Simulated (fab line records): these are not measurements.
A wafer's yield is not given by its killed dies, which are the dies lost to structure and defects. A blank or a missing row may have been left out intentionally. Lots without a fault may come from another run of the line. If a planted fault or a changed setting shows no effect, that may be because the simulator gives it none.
Comparing a struck lot with a sound one | flow n5 finfet | 13 out of 1938 route steps
Sound: these wafers, L746.2, L746.3, L746.6. Struck: wafers L758.1, L758.2 (left out: L758.4, a lot-mate that was not struck); the cause follows at the end.
At each step with rows: each side's tool, then ch and its chambers, then its first start. Under that, the readings that differ: sound wafers | struck wafers | difference of the means | sigmas: that difference in standard deviations of wafers without a fault.
alike: words and numbers the same on both sides, and readings whose means are apart by under 2 such deviations; not compared: readings that were withheld, readings missing a value for some wafer, numbers with overlapping values and no deviation given by the record, and bounds like >300 which may hide the same value.
Wherever a step has rows on one side only, a row that says differs or no value, or a row with sigmas, the two part there. Numbers that don't overlap but have no deviation are shown without sigmas and don't part them. A reading that every wafer of one side lacks parts them only if that side has two wafers or more.

first, 1 step without rows for these wafers: N5_HKMG_FIN_CMP_94 (polishes, stops on SiNx, t overpolish 4.7 s, target thk 43.299 nm).
N5_HKMG_FIN_INSPECT_28: inspects for defects (darkfield).
  sound: defect inspect-02 at day 6 07:19; struck: defect inspect-01 at day 9 07:16
  alike: raw defect count
N5_GATE_CUT_ETCHBACK_00: etches W in SF6/Cl2.
  sound on rie metal-02 ch 0,1, day 6 07:21; struck on rie metal-03 ch 0,1, day 9 07:18
  reading                     | sound       | struck  | difference | sigmas
  drypump motor current A (A) | 6.3 6.4 6.3 | 5.2 4.9 | -1.3       | -2
  alike: mfc cl2 sccm, oes product au, throttle valve pct
  not compared: rf hours counter h
N5_GATE_CUT_ETCH_56: etches TiN in Cl2/Ar, target depth 21.6 nm.
  sound on rie metal-02 ch 0,1, day 6 07:28; struck on rie metal-03 ch 0,1, day 9 07:25
  reading                     | sound       | struck  | difference | sigmas
  drypump motor current A (A) | 6.3 6.4 6.3 | 5.2 5.0 | -1.2       | -2
  alike: mfc cl2 sccm, oes_ar_750_au, oes product au, throttle valve pct
  not compared: rf hours counter h
N5_GATE_CUT_ETCHBACK_30: etches TiN in Cl2/Ar, target depth 3 nm.
  sound on rie metal-02 ch 0,1, day 6 07:34; struck on rie metal-03 ch 0,1, day 9 07:31
  reading                     | sound       | struck  | difference | sigmas
  drypump motor current A (A) | 6.3 6.4 6.3 | 5.2 4.9 | -1.3       | -2
  alike: mfc cl2 sccm, oes_ar_750_au, oes product au, throttle valve pct
  not compared: rf hours counter h
N5_GATE_CUT_VAPOR_ETCH_60: etches HfO2 in BCl3/Cl2.
  sound on rie metal-02 ch 0,1, day 6 07:35; struck on rie metal-03 ch 0,1, day 9 07:32
  reading                     | sound       | struck  | difference | sigmas
  drypump motor current A (A) | 6.3 6.4 6.3 | 5.2 4.9 | -1.3       | -2
  alike: oes product au
N5_GATE_CUT_ETCH_58: etches SiNx in CH3F/O2, target depth 17 nm, time 128.6 s.
  sound on rie diel-04 ch 0,1,3, day 6 07:38; struck on rie diel-03 ch 2,3, day 9 07:35
  reading                     | sound       | struck  | difference | sigmas
  drypump motor current A (A) | 4.9 4.9 5.3 | 6.2 6.3 | +1.2       | +2
  alike: CH3F_flow_sccm, oes product au, rf vpp V, showerhead plenum p Torr, throttle valve pct
  not compared: rf hours counter h
then, 4 steps without rows for these wafers: N5_GATE_CUT_STRIP_59 (strips in N2/H2, time 20 s); N5_GATE_CUT_PRECLEAN_31 (cleans in DIW, time 300 s); N5_GATE_CUT_SRD_32 (time 30 s); N5_GATE_CUT_SAC_CAP_01 (material SiNx, target thk 24 nm, pulse time 1 s, ald cycles 480).
N5_GATE_CUT_PECVD_57: deposits SiNx from SiH4/NH3/N2, target thk 21 nm.
  sound on pecvd-01 ch 0,1,2, day 6 10:10; struck on pecvd-01 ch 0,2, day 9 10:07
  reading                                     | sound      | struck  | difference | sigmas
  model.SiNx_of_GATE_CUT_PECVD_57.thk nm (nm) | 21.2 20 21 | 31.6 32 | +11.1      |
  alike: heater power w, showerhead plenum p Torr, throttle valve pct
N5_GATE_CUT_CMP_02: polishes, stops on SiO2, t overpolish 12.7 s, target thk 0 nm.
  sound on cmp-02 ch 1,2, day 6 10:16; struck on cmp-02 ch 0,2, day 9 10:11
  reading                | sound          | struck    | difference | sigmas
  time to endpoint s (s) | 27.9 28.9 30.2 | 39.0 36.8 | +8.9       | +4
  alike: motor current A

== WHERE THEY PART ==
Last at N5_GATE_CUT_CMP_02 as far as this record goes, first at N5_GATE_CUT_ETCHBACK_00.

WHY: what had been put in by the simulator
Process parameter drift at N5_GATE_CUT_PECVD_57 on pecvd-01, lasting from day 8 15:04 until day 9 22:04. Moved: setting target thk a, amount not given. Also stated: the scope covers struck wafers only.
